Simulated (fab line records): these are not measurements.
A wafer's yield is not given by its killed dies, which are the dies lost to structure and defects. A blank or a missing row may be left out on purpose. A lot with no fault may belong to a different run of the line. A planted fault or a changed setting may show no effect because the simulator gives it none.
fab line records    flow n5-finfet
record lots=7  wafers=39
route steps=1938 shown FIN_SAQP@96 DUMMY_GATE@237 SD_EPI_P@321 SD_ACTIVATION@330 HKMG_FIN@406
start-h: hours from the record's opening day to when the first of the lot's shown wafers began    wait-h: how many hours have passed since the lot's step before this one    " as in the row above    L1.1+2: a row that stands for several wafers    - no value, or no start given    * or withheld: withheld    < > ~ a bound
route shown NAME@n: NAME is a module with steps in the file, n the number in the route of the first one    usual: the fault-free wafers' mean and standard deviation    same: alike in all rows    chamber/n: place in a boat    sites: readings site by site    _std_site: the values' standard deviation    _edge_site: outer sites' mean less inner sites'    radius-mm: for every site, how far away it sits from the centre of the wafer    mask NAME#n: copy n    behind: tool/chamber where the wafer was last shaped    hold: cause of the lot's hold/its duration in hours/its outcome    device: whichever transistor did not switch (one of n, p or np)    end of line: the route-end tests of the same wafers    where a step has no rows: the recipe by itself    killed: not the wafer's yield, but the dies lost to structure and defects at the first sort    map: a wafer's dies, x killed, . not, _ none there
set.NAME: the setting the step ran with; set.NAME@STEP: the setting that earlier step ran with    model.NAME: the simulator's own value behind a step, which no gauge read
lots whose settings were changed on purpose; a table a step, a row a wafer
## steps
# step N5_FIN_SAQP_HM_DEP_03
# recipe material=SiNx  target-thk-a=380  temp-c=400  precursor=SiH4/NH3/N2  pressure-torr=1.5  rf-w=300  time-s=33.6
lot.wafer  tool      chamber  start-h  wait-h  set.time-s  model.SiNx_of_FIN_SAQP_HM_DEP_03.thk-nm
L080.1     pecvd-01  0        57.81    0.2     31.8        35.62
L080.2     "         2        "        "       33.6        37.26
L080.3     "         1        "        "       31.8        35.22
L080.4     "         1        "        "       33.6        38.1
L080.5     "         2        "        "       33.6        37.75
L080.6     "         0        "        "       31.8        36.13
L083.1     pecvd-03  2        75.11    0.2     28.63       32.34
L083.2     "         0        "        "       33.6        37.38
L083.3     "         1        "        "       33.6        37.36
L083.4     "         2        "        "       28.63       32.18
L083.5     "         1        "        "       28.63       32.72
L083.6     "         0        "        "       33.6        38.02
L084.1     pecvd-01  0        81.08    0.2     33.6        37.79
L084.2     "         1        "        "       33.6        37.49
L084.3     "         2        "        "       33.6        37.74
L084.4     "         2        "        "       33.6        37.95
L084.5     "         1        "        "       33.6        37.68
L084.6     "         0        "        "       33.6        37.84
L086.1+6   pecvd-03  2        93.75    0.2     33.6        37.87
L086.2     "         1        "        "       35.53       39.63
L086.3     "         0        "        "       33.6        38.1
L086.4     "         0        "        "       35.53       40.45
L086.5     "         1        "        "       35.53       39.92
L087.1     pecvd-01  1        99.06    0.2     35.64       39.57
L087.2     "         2        "        "       33.6        37.65
L087.3     "         0        "        "       33.6        38.13
L087.4     "         1        "        "       33.6        38.23
L087.5     "         2        "        "       35.64       40.6
L087.6     "         0        "        "       35.64       40.65
L089.1     pecvd-01  0        110.91   0.2     33.6        37.6
L089.2     "         2        "        "       29.46       32.77
L089.3     "         1        "        "       29.46       32.61
L089.4     "         1        "        "       33.6        38.64
L089.5     "         0        "        "       33.6        38.5
L089.6     "         2        "        "       29.46       33.52
L092.1     pecvd-04  1        128.62   0.2     33.6        37.75
L092.2     "         2        "        "       33.6        37.77
L092.6     "         2        "        "       33.6        38.69
# step N5_FIN_SAQP_THK_MEAS_05
# usual thk-nm=37.9/0.47
lot.wafer  tool           chamber  start-h  wait-h  set.time-s@FIN_SAQP_HM_DEP_03  thk-nm
L080.1     film-metro-01  -        57.90    0.1     31.8                           35.6
L080.2     "              -        "        "       33.6                           37.3
L080.3     "              -        "        "       31.8                           35.2
L080.4     "              -        "        "       33.6                           38.1
L080.5     "              -        "        "       33.6                           37.8
L080.6     "              -        "        "       31.8                           36.1
L083.1     film-metro-01  -        75.20    0.1     28.63                          32.3
L083.2     "              -        "        "       33.6                           37.4
L083.3     "              -        "        "       33.6                           37.4
L083.4     "              -        "        "       28.63                          32.1
L083.5     "              -        "        "       28.63                          32.7
L083.6     "              -        "        "       33.6                           38.0
L084.1     film-metro-02  -        81.17    0.1     33.6                           37.7
L084.2     "              -        "        "       33.6                           37.5
L084.3     "              -        "        "       33.6                           37.7
L084.4     "              -        "        "       33.6                           37.9
L084.5     "              -        "        "       33.6                           37.7
L084.6     "              -        "        "       33.6                           37.8
L086.1     film-metro-01  -        93.84    0.1     33.6                           37.9
L086.2     "              -        "        "       35.53                          39.6
L086.3     "              -        "        "       33.6                           38.1
L086.4     "              -        "        "       35.53                          40.4
L086.5     "              -        "        "       35.53                          39.9
L086.6     "              -        "        "       33.6                           37.8
L087.1     film-metro-01  -        99.15    0.1     35.64                          39.6
L087.2     "              -        "        "       33.6                           37.7
L087.3     "              -        "        "       33.6                           38.2
L087.4     "              -        "        "       33.6                           38.2
L087.5     "              -        "        "       35.64                          40.6
L087.6     "              -        "        "       35.64                          40.6
L089.1     film-metro-01  -        111.00   0.1     33.6                           37.6
L089.2     "              -        "        "       29.46                          32.7
L089.3     "              -        "        "       29.46                          32.7
L089.4     "              -        "        "       33.6                           38.7
L089.5     "              -        "        "       33.6                           38.5
L089.6     "              -        "        "       29.46                          33.5
L092.1     film-metro-01  -        128.71   0.1     33.6                           37.7
L092.2     "              -        "        "       33.6                           37.7
L092.6     "              -        "        "       33.6                           38.7
# step N5_FIN_SAQP_PECVD_47
# recipe material=a-Si  target-thk-a=450  temp-c=400  precursor=SiH4/He  pressure-torr=3  rf-w=100  time-s=36.3
# step N5_FIN_SAQP_PECVD_48
# recipe material=SiNx  target-thk-a=250  temp-c=400  precursor=SiH4/NH3/N2  pressure-torr=1.5  rf-w=300  time-s=22.1
# step N5_FIN_SAQP_MANDREL2_REMOVE_60
# recipe chemistry=HBr/Cl2/O2  bt-time-s=10  target=a-Si  stop-on=SiNx  endpoint=OES-SiCl  over-etch-frac=1  icp-w=600  bias-w=22  HBr_flow_sccm=150  Cl2_flow_sccm=80  O2_flow_sccm=5  pressure-mtorr=10
# step N5_FIN_SAQP_HM_OPEN_33
# recipe chemistry=CH3F/O2  target=SiNx  mask-material=SiO2  target-depth-a=494  time-s=70.6  pressure-mtorr=30  source-w=395  bias-w=73  Ar_flow_sccm=150  CH3F_flow_sccm=30  O2_flow_sccm=20  ion-energy-ev=120  ends=cleared
# usual etch-rf-on-time-s=69.0/1.2
lot.wafer  tool         chamber  start-h  wait-h  set.time-s@FIN_SAQP_HM_DEP_03  etch-rf-on-time-s  model.etch.depth-nm
L080.1     rie-diel-04  2        63.07    0.0     31.8                           65.3               35
L080.2     "            1        "        "       33.6                           68.1               36.63
L080.3     "            0        "        "       31.8                           62.8               34.51
L080.4     "            0        "        "       33.6                           67.6               37.47
L080.5     "            2        "        "       33.6                           69.0               37.04
L080.6     "            1        "        "       31.8                           65.3               35.51
L083.1     rie-diel-01  3        81.04    0.1     28.63                          57.6               31.69
L083.2     "            1        "        "       33.6                           68.3               36.75
L083.3     "            0        "        "       33.6                           68.2               36.73
L083.4     "            2        "        "       28.63                          59.8               31.53
L083.5     "            1        "        "       28.63                          59.8               32.1
L083.6     "            0        "        "       33.6                           69.3               37.36
L084.1     rie-diel-01  0        86.08    0.0     33.6                           68.5               37.09
L084.2     "            2        "        "       33.6                           69.1               36.86
L084.3     "            3        "        "       33.6                           67.4               37.11
L084.4     "            1        "        "       33.6                           69.3               37.32
L084.5     "            3        "        "       33.6                           67.2               37.05
L084.6     "            0        "        "       33.6                           69.3               37.21
L086.1     rie-diel-03  2        99.67    0.0     33.6                           68.5               37.21
L086.2     "            3        "        "       35.53                          71.8               38.98
L086.3     "            0        "        "       33.6                           70.2               37.47
L086.4     "            1        "        "       35.53                          73.0               39.82
L086.5     "            1        "        "       35.53                          72.7               39.29
L086.6     "            2        "        "       33.6                           68.7               37.21
L087.1     rie-diel-01  2        103.65   0.1     35.64                          74.4               38.94
L087.2     "            3        "        "       33.6                           68.0               36.94
L087.3     "            1        "        "       33.6                           70.3               37.5
L087.4     "            0        "        "       33.6                           70.1               37.59
L087.5     "            3        "        "       35.64                          73.9               39.98
L087.6     "            0        "        "       35.64                          74.4               39.94
L089.1     rie-diel-04  3        116.42   0.0     33.6                           68.4               36.97
L089.2     "            1        "        "       29.46                          59.1               32.15
L089.3     "            0        "        "       29.46                          57.7               31.98
L089.4     "            2        "        "       33.6                           71.4               37.94
L089.5     "            0        "        "       33.6                           68.8               37.87
L089.6     "            3        "        "       29.46                          61.3               32.89
L092.1     rie-diel-01  3        133.15   0.0     33.6                           68.1               37.13
L092.2     "            0        "        "       33.6                           68.5               37.14
L092.6     "            2        "        "       33.6                           72.1               38.05
# step N5_DUMMY_GATE_ETCH_37
# recipe chemistry=N2/H2  target=SOC  target-depth-a=600  overetch-a=300  temp-c=40  ion-energy-ev=200  pressure-mtorr=30  source-w=840  bias-w=150  n2-flow-sccm=200  h2-flow-sccm=200
# usual rf-vpp-V=524/3
lot.wafer  tool         chamber  start-h  wait-h  set.source-w  rf-vpp-V
L080.1     rie-diel-05  3        82.67    0.0     840           521
L080.2     "            0        "        "       840           523
L080.3     "            2        "        "       840           527
L080.4     "            2        "        "       840           527
L080.5     "            0        "        "       840           524
L080.6     "            3        "        "       840           523
L083.1     rie-diel-02  0        101.94   0.0     840           525
L083.2     "            3        "        "       840           524
L083.3     "            2        "        "       840           522
L083.4     "            1        "        "       840           528
L083.5     "            2        "        "       840           522
L083.6     "            1        "        "       840           528
L084.1     rie-diel-05  1        106.63   0.0     840           522
L084.2     "            2        "        "       840           524
L084.3     "            0        "        "       840           525
L084.4     "            1        "        "       840           521
L084.5     "            2        "        "       840           526
L084.6     "            0        "        "       840           524
L086.1     rie-diel-02  0        119.61   0.0     840           525
L086.2     "            3        "        "       961.5         501
L086.3     "            1        "        "       961.5         503
L086.4     "            2        "        "       961.5         499
L086.5     "            0        "        "       840           528
L086.6     "            1        "        "       840           528
L087.1     rie-diel-02  0        124.69   0.0     782           538
L087.2     "            3        "        "       782           536
L087.3     "            1        "        "       840           528
L087.4     "            2        "        "       782           534
L087.5     "            3        "        "       840           523
L087.6     "            0        "        "       840           525
L089.1     rie-diel-02  1        137.91   0.0     840           528
L089.2     "            3        "        "       840           524
L089.3     "            0        "        "       840           525
L089.4     "            2        "        "       840           522
L089.5     "            1        "        "       840           526
L089.6     "            2        "        "       840           521
L092.1     rie-diel-02  3        154.10   0.0     840           522
L092.2     "            1        "        "       840           526
L092.6     "            2        "        "       840           523
# step N5_DUMMY_GATE_ETCH_42
# recipe chemistry=CHF3/O2  target=SiO2  target-depth-a=35  time-s=31  ion-energy-ev=30  bias-w=12  pressure-mtorr=30  source-w=600  Ar_flow_sccm=200  CHF3_flow_sccm=50  O2_flow_sccm=5
# usual rf-vpp-V=42.4/0.83
lot.wafer  tool         chamber  start-h  wait-h  set.bias-w  rf-vpp-V
L080.1     rie-diel-06  1        83.71    0.2     12          43.0
L080.2     "            0        "        "       13.54       45.4
L080.3     "            2        "        "       13.54       47.4
L080.4     "            3        "        "       12          41.0
L080.5     "            1        "        "       12          42.9
L080.6     "            2        "        "       13.54       45.8
L083.1     rie-diel-02  3        102.84   0.0     14.11       46.3
L083.2     "            1        "        "       12          42.5
L083.3     "            2        "        "       12          43.2
L083.4     "            0        "        "       14.11       47.5
L083.5     "            1        "        "       12          41.6
L083.6     "            2        "        "       14.11       48.3
L084.1     rie-diel-05  1        107.58   0.2     10.91       39.3
L084.2     "            2        "        "       12          43.9
L084.3     "            0        "        "       12          41.3
L084.4     "            0        "        "       10.91       39.3
L084.5     "            2        "        "       12          42.0
L084.6     "            1        "        "       10.91       39.5
L086.1     rie-diel-06  2        120.38   0.0     12          41.6
L086.2     "            1        "        "       12          42.7
L086.3     "            0        "        "       12          42.0
L086.4     "            3        "        "       12          43.5
L086.5     "            1        "        "       12          42.8
L086.6     "            0        "        "       12          42.8
L087.1     rie-diel-02  0        125.47   0.0     12          41.7
L087.2     "            3        "        "       12          42.6
L087.3     "            1        "        "       12          41.7
L087.4     "            2        "        "       12          42.6
L087.5     "            0        "        "       12          43.4
L087.6     "            1        "        "       12          43.4
L089.1     rie-diel-02  0        138.69   0.0     13.5        46.4
L089.2     "            2        "        "       13.5        45.5
L089.3     "            1        "        "       13.5        46.6
L089.4     "            3        "        "       12          42.9
L089.5     "            1        "        "       12          44.0
L089.6     "            2        "        "       12          43.1
L092.1     rie-diel-06  2        154.89   0.0     12          42.0
L092.2     "            1        "        "       12          42.6
L092.6     "            2        "        "       12          41.7
# step N5_SD_EPI_P_EPI_21
# recipe material=SiGe:B  dopant=B  temp-c=550  pressure-torr=20  ambient=H2  time-s=355
lot.wafer   tool          chamber  start-h  wait-h  set.temp-c  model.SiGe-B_of_SD_EPI_P_EPI_21.thk-nm
L080.1      epi-rpcvd-02  0        91.44    0.1     550         60.8
L080.2      "             0        "        "       550         61
L080.3+6    "             0        "        "       547.9       57.8
L080.4      "             0        "        "       547.9       57.4
L080.5      "             0        "        "       550         61.4
L083.1+4    epi-rpcvd-04  0        109.98   0.1     550         60
L083.2+3    "             0        "        "       550         60.6
L083.5      "             0        111.42   1.5     550         60.8
L083.6      "             0        "        "       550         60.4
L084.1+3    epi-rpcvd-04  0        115.63   0.1     550         61.2
L084.2      "             0        "        "       550         60.6
L084.4+6    "             0        "        "       550         60.8
L084.5      "             0        "        "       550         61.4
L086.1+4    epi-rpcvd-04  0        127.52   0.1     550         60.8
L086.2+5    "             0        "        "       550         60.6
L086.3      "             0        "        "       550         61.8
L086.6      "             0        129.32   1.8     550         61
L087.1+2+6  epi-rpcvd-04  0        133.61   0.1     550         60.2
L087.3+4    "             0        "        "       550         60.4
L087.5      "             0        "        "       550         60.6
L089.1      epi-rpcvd-04  0        146.75   0.1     548         57.8
L089.2      "             0        "        "       550         61.2
L089.3      "             0        "        "       548         59
L089.4      "             0        "        "       548         58.6
L089.5      "             0        "        "       550         60.8
L089.6      "             0        "        "       550         60.6
L092.1+6    epi-rpcvd-04  0        163.15   0.1     550         61.6
L092.2      "             0        "        "       550         62.2
# step N5_SD_EPI_P_HM_STRIP_48
# recipe chemistry=H3PO4  temp-c=160  material=SiNx  target=SiNx  target-depth-a=30  overetch-fraction=0.3
lot.wafer   tool          chamber  start-h  wait-h  set.temp-c@SD_EPI_P_EPI_21  model.SiGe-B_of_SD_EPI_P_EPI_21.thk-nm
L080.1      wet-bench-03  6        93.67    0.0     550                         60.4
L080.2      "             7        "        "       550                         60.6
L080.3+6    "             0,3      "        "       547.9                       57.6
L080.4      "             4        "        "       547.9                       57.2
L080.5      "             5        "        "       550                         61.2
L083.1+4    wet-bench-01  7,1      112.21   0.0     550                         59.8
L083.2+6    "             6,0      "        "       550                         60.2
L083.3+5    "             3,2      "        "       550                         60.4
L084.1+3    wet-bench-06  1,7      117.87   0.0     550                         60.8
L084.2      "             6        "        "       550                         60.2
L084.4      "             0        "        "       550                         60.6
L084.5      "             2        "        "       550                         61.2
L084.6      "             5        "        "       550                         60.4
L086.1      wet-bench-03  5        129.77   0.0     550                         60.6
L086.2+5    "             7,1      "        "       550                         60.2
L086.3      "             0        "        "       550                         61.6
L086.4      "             6        "        "       550                         60.4
L086.6      "             2        "        "       550                         60.8
L087.1+6    wet-bench-01  2,5      135.85   0.0     550                         59.8
L087.2      "             0        "        "       550                         60
L087.3+4+5  "             4,1,3    "        "       550                         60.2
L089.1      wet-bench-01  5        148.98   0.0     548                         57.6
L089.2      "             7        "        "       550                         60.8
L089.3      "             4        "        "       548                         58.8
L089.4      "             6        "        "       548                         58.2
L089.5+6    "             3,0      "        "       550                         60.4
L092.1+6    wet-bench-01  2,7      165.38   0.0     550                         61.4
L092.2      "             1        "        "       550                         61.8
# step N5_SD_EPI_P_SRD_49
# recipe dry=ipa-marangoni  time-s=30  temp-c=23  rinse-liquid=diw
# step N5_SD_EPI_P_PRECLEAN_24
# recipe chemistry=O3/DIW  time-s=45  temp-c=22  o3-ppm=10
lot.wafer   tool          chamber  start-h  wait-h  set.temp-c@SD_EPI_P_EPI_21  model.SiGe-B_of_SD_EPI_P_EPI_21.thk-nm
L080.1      wet-bench-03  6        93.74    0.0     550                         60.2
L080.2      "             7        "        "       550                         60.6
L080.3+6    "             0,3      "        "       547.9                       57.4
L080.4      "             4        "        "       547.9                       57
L080.5      "             5        "        "       550                         61
L083.1+4    wet-bench-01  7,1      112.29   0.0     550                         59.6
L083.2+3+5  "             6,3,2    "        "       550                         60.2
L083.6      "             0        "        "       550                         60
L084.1      wet-bench-06  1        117.94   0.0     550                         60.8
L084.2      "             6        "        "       550                         60
L084.3      "             7        "        "       550                         60.6
L084.4      "             0        "        "       550                         60.4
L084.5      "             2        "        "       550                         61
L084.6      "             5        "        "       550                         60.2
L086.1+4    wet-bench-03  5,6      129.84   0.0     550                         60.4
L086.2      "             7        "        "       550                         60.2
L086.3      "             0        "        "       550                         61.4
L086.5      "             1        "        "       550                         60
L086.6      "             2        "        "       550                         60.6
L087.1+6    wet-bench-01  2,5      135.92   0.0     550                         59.6
L087.2      "             0        "        "       550                         59.8
L087.3+4+5  "             4,1,3    "        "       550                         60
L089.1      wet-bench-01  5        149.05   0.0     548                         57.4
L089.2      "             7        "        "       550                         60.8
L089.3      "             4        "        "       548                         58.6
L089.4      "             6        "        "       548                         58.2
L089.5+6    "             3,0      "        "       550                         60.2
L092.1+6    wet-bench-01  2,7      165.45   0.0     550                         61.2
L092.2      "             1        "        "       550                         61.8
# step N5_SD_EPI_P_PRECLEAN_32
# recipe chemistry=dHF  time-s=10  dilution=500:1  temp-c=25
# step N5_SD_EPI_P_PRECLEAN_33
# recipe chemistry=SC2  time-s=45  temp-c=35  mix=1:1:50
# step N5_SD_ACTIVATION_RTA_00
# recipe temp-c=975  time-s=0  ambient=N2  idle-temp-c=600  ramp-up-c-per-s=150  ramp-down-c-per-s=60  cool-to-c=600
# step N5_SD_ACTIVATION_LSA_01
# recipe temp-c=1080  time-s=0.0008  ambient=N2
# step N5_SD_ACTIVATION_RS_MEAS_03
# recipe thk-meas-gauge=four-point-probe
# usual RS_SD_N=21.86/0.3  RS_SD_P=56.1/0.85
lot.wafer  tool           chamber  start-h  wait-h  set.temp-c@SD_EPI_P_EPI_21  RS_SD_N[ohm/sq]  RS_SD_P[ohm/sq]
L080.1     film-metro-02  -        94.39    0.2     550                         22.16            56.2
L080.2     "              -        "        "       550                         22.16            56.1
L080.3     "              -        "        "       547.9                       21.84            58.9
L080.4     "              -        "        "       547.9                       22.12            59.8
L080.5     "              -        "        "       550                         22.21            55.6
L080.6     "              -        "        "       547.9                       22.52            58.7
L083.1     film-metro-02  -        112.80   0.2     550                         21.39            55.8
L083.2     "              -        "        "       550                         21.60            55.7
L083.3     "              -        "        "       550                         21.71            55.5
L083.4     "              -        "        "       550                         21.12            56.1
L083.5     "              -        "        "       550                         21.26            55.5
L083.6     "              -        "        "       550                         21.22            56.0
L084.1     film-metro-02  -        118.43   0.2     550                         22.40            55.8
L084.2     "              -        "        "       550                         22.03            56.5
L084.3     "              -        "        "       550                         21.81            55.4
L084.4     "              -        "        "       550                         21.70            56.2
L084.5     "              -        "        "       550                         21.60            55.6
L084.6     "              -        "        "       550                         21.79            56.1
L086.1     film-metro-02  -        130.42   0.2     550                         22.27            56.5
L086.2     "              -        "        "       550                         22.08            57.1
L086.3     "              -        "        "       550                         22.64            54.9
L086.4     "              -        "        "       550                         22.01            56.4
L086.5     "              -        "        "       550                         22.11            56.6
L086.6     "              -        "        "       550                         22.36            55.8
L087.1     film-metro-01  -        136.42   0.2     550                         22.04            56.9
L087.2     "              -        "        "       550                         21.87            56.3
L087.3     "              -        "        "       550                         21.83            55.9
L087.4     "              -        "        "       550                         22.20            56.6
L087.5     "              -        "        "       550                         21.93            56.4
L087.6     "              -        "        "       550                         22.28            56.8
L089.1     film-metro-01  -        149.55   0.2     548                         22.21            60.2
L089.2     "              -        "        "       550                         21.46            56.4
L089.3     "              -        "        "       548                         22.03            58.7
L089.4     "              -        "        "       548                         22.08            59.0
L089.5     "              -        "        "       550                         22.13            56.3
L089.6     "              -        "        "       550                         22.03            57.3
L092.1     film-metro-02  -        166.05   0.2     550                         22.08            55.2
L092.2     "              -        "        "       550                         22.06            54.6
L092.6     "              -        "        "       550                         21.83            55.0
# step N5_HKMG_FIN_ETCH_58
# recipe chemistry=N2/H2  target=SOC  target-depth-a=2158  ion-energy-ev=50  bias-w=13  time-s=741  pressure-mtorr=30  source-w=875  n2-flow-sccm=200  h2-flow-sccm=200
# usual rf-vpp-V=99.2/1.1
lot.wafer  tool         chamber  start-h  wait-h  set.bias-w  rf-vpp-V
L080.1     rie-diel-03  2        108.49   0.0     13          99.7
L080.2     "            3        "        "       13          97.8
L080.3     "            0        "        "       13.74       103.9
L080.4     "            1        "        "       13.74       101.3
L080.5     "            3        "        "       13.74       100.4
L080.6     "            0        "        "       13          99.6
L083.1     rie-diel-03  1        126.03   0.0     15.3        109.0
L083.2     "            2        "        "       13          98.4
L083.3     "            3        "        "       15.3        109.8
L083.4     "            0        "        "       13          99.5
L083.5     "            2        "        "       13          100.4
L083.6     "            1        "        "       15.3        109.8
L084.1     rie-diel-03  2        133.09   0.0     14.45       107.2
L084.2     "            0        "        "       14.45       105.9
L084.3     "            1        "        "       13          99.4
L084.4     "            3        "        "       13          100.0
L084.5     "            3        "        "       13          98.3
L084.6     "            0        "        "       14.45       105.9
L086.1     rie-diel-01  0        143.89   0.0     13          98.2
L086.2     "            2        "        "       13          97.8
L086.3     "            1        "        "       13          99.1
L086.4     "            3        "        "       13          99.3
L086.5     "            2        "        "       13          99.1
L086.6     "            1        "        "       13          97.3
L087.1     rie-diel-04  1        149.48   0.0     13          100.4
L087.2     "            2        "        "       10.55       86.6
L087.3     "            0        "        "       10.55       87.3
L087.4     "            3        "        "       13          98.8
L087.5     "            3        "        "       10.55       86.8
L087.6     "            0        "        "       13          99.2
L089.1     rie-diel-04  2        163.69   0.0     13          99.9
L089.2     "            3        "        "       13          99.5
L089.3     "            0        "        "       13          98.4
L089.4     "            0        "        "       13          98.4
L089.5     "            3        "        "       13          98.9
L089.6     "            2        "        "       13          100.3
L092.1     rie-diel-04  3        180.12   0.0     13          99.9
L092.2     "            2        "        "       13          100.7
L092.6     "            3        "        "       13          99.5
## key
split step=N5_FIN_SAQP_HM_DEP_03  setting=time-s  stated=33.6  by=wafer
response step=N5_FIN_SAQP_HM_DEP_03  reading=model.SiNx_of_FIN_SAQP_HM_DEP_03.thk-nm  change=+0.38  per=1%  r=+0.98
response step=N5_FIN_SAQP_THK_MEAS_05  reading=thk-nm  change=*  per=1%  r=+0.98
response step=N5_FIN_SAQP_HM_OPEN_33  reading=etch-rf-on-time-s  change=*  per=1%  r=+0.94
response step=N5_FIN_SAQP_HM_OPEN_33  reading=model.etch.depth-nm  change=+0.379  per=1%  r=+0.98
split step=N5_DUMMY_GATE_ETCH_37  setting=source-w  stated=840  by=wafer
response step=N5_DUMMY_GATE_ETCH_37  reading=rf-vpp-V  change=-1.74  per=1%  r=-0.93
split step=N5_DUMMY_GATE_ETCH_42  setting=bias-w  stated=12  by=wafer
response step=N5_DUMMY_GATE_ETCH_42  reading=rf-vpp-V  change=+0.282  per=1%  r=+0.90
split step=N5_SD_EPI_P_EPI_21  setting=temp-c  stated=550  by=wafer
response step=N5_SD_EPI_P_EPI_21  reading=model.SiGe-B_of_SD_EPI_P_EPI_21.thk-nm  change=+7.81  per=1%  r=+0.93
response step=N5_SD_EPI_P_HM_STRIP_48  reading=model.SiGe-B_of_SD_EPI_P_EPI_21.thk-nm  change=+7.54  per=1%  r=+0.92
response step=N5_SD_EPI_P_PRECLEAN_24  reading=model.SiGe-B_of_SD_EPI_P_EPI_21.thk-nm  change=+7.63  per=1%  r=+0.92
response step=N5_SD_ACTIVATION_RS_MEAS_03  reading=RS_SD_P  change=-7.82  per=1%  r=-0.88
split step=N5_HKMG_FIN_ETCH_58  setting=bias-w  stated=13  by=wafer
response step=N5_HKMG_FIN_ETCH_58  reading=rf-vpp-V  change=+0.619  per=1%  r=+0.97
